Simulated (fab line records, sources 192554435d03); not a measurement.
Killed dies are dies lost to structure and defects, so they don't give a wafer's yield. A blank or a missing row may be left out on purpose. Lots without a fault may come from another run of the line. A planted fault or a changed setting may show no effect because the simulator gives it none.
Split-lot experiment | flow n5_finfet | 7 lots, 21 wafers read, on a route of 1938 steps

THE SPLIT
At N5_BEOL_M1_ETCH_64 (etches SOC in N2/H2, target depth 75 nm, overetch 15 nm, time 112.5 s), the setting source_w was moved away from the recipe's 840 W on 6 of the 21 wafers read, by -14.5% to +14.7%. The other wafers ran this setting at the recipe's value.

The reading is taken at the split's own step.

THE READING
rf_vpp_V, in V, at N5_BEOL_M1_ETCH_64 (etches SOC in N2/H2, target depth 75 nm, overetch 15 nm, time 112.5 s). Fault-free wafers of this fab line usually give 523.8 V, standard deviation 2.3 V.

wafer  | tool, chamber at the split | source_w as run, W | against the recipe | rf_vpp_V, V | against lot-mates on the recipe
L075.3 | rie_diel-01, 1             | 840                | recipe             | 521.5       | -
L075.4 | rie_diel-01, 2             | 840                | recipe             | 524.0       | -
L075.5 | rie_diel-01, 2             | 840                | recipe             | 522.6       | -
L080.2 | rie_diel-04, 1             | 840                | recipe             | 526.6       | -
L080.4 | rie_diel-04, 2             | 840                | recipe             | 522.7       | -
L080.5 | rie_diel-04, 0             | 840                | recipe             | 528.1       | -
L082.1 | rie_diel-04, 2             | 840                | recipe             | 522.7       | -
L082.3 | rie_diel-04, 0             | 840                | recipe             | 528.0       | -
L082.4 | rie_diel-04, 1             | 840                | recipe             | 527.3       | -
L086.4 | rie_diel-04, 0             | 963.9              | +14.7%             | 502.1       | -18.8
L086.5 | rie_diel-04, 3             | 840                | recipe             | 520.9       | -
L086.6 | rie_diel-04, 2             | 963.9              | +14.7%             | 498.5       | -22.4
L092.2 | rie_diel-04, 1             | 840                | recipe             | 526.9       | -
L092.4 | rie_diel-04, 0             | 840                | recipe             | 525.9       | -
L092.5 | rie_diel-04, 2             | 840                | recipe             | 522.7       | -
L096.3 | rie_diel-04, 2             | 749.4              | -10.8%             | 542.3       | +14.8
L096.4 | rie_diel-04, 0             | 840                | recipe             | 527.5       | -
L096.5 | rie_diel-04, 2             | 749.4              | -10.8%             | 542.3       | +14.8
L097.1 | rie_diel-03, 1             | 840                | recipe             | 523.2       | -
L097.3 | rie_diel-03, 0             | 718.2              | -14.5%             | 551.5       | +28.3
L097.5 | rie_diel-03, 2             | 718.2              | -14.5%             | 546.7       | +23.5

THE FIT
A straight line over all 21 wafers: rf_vpp_V changes by -1.66 V for each +1% of source_w; r = -0.98; the points scatter about the line by 2.4 V.
The same after taking each lot's own level away (the mean of its wafers on the recipe; 21 wafers): -1.53 V for each +1%; r = -0.98; scatter 2.3 V.
On that fit, the largest move of source_w shifts the reading by 23 V.
The lots' own levels span 520.90 to 527.50 V, that is 2.9 times the standard deviation above.
So the lot-to-lot level changes the slope little: the two slopes agree.
Check: with one of the wafers moved furthest among these (+14.7%) left out of the fit, the line predicts -23.6 V for it against its lot-mates. It came out at -18.8 V against them.
Tool readings at the split's step, against how far the setting was moved: rf_vpp_V r = -0.98.

OTHER SPLITS ON THESE WAFERS
These wafers also went through other splits before the reading. Each is held against what the fit with the lots' levels taken away leaves over:
other split on the same wafers    | wafers away from the commonest value | r with rf_vpp_V (lot level and that fit taken away)
N5_BEOL_M0_SAQP_EXPOSE_37 dose_mj | 8                                    | -0.32
N5_BEOL_M1_COAT_73 spin_rpm       | 7                                    | -0.13

THE FILE'S OWN FIT
rf_vpp_V changes by -1.54 V for each +1% of source_w, r = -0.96.
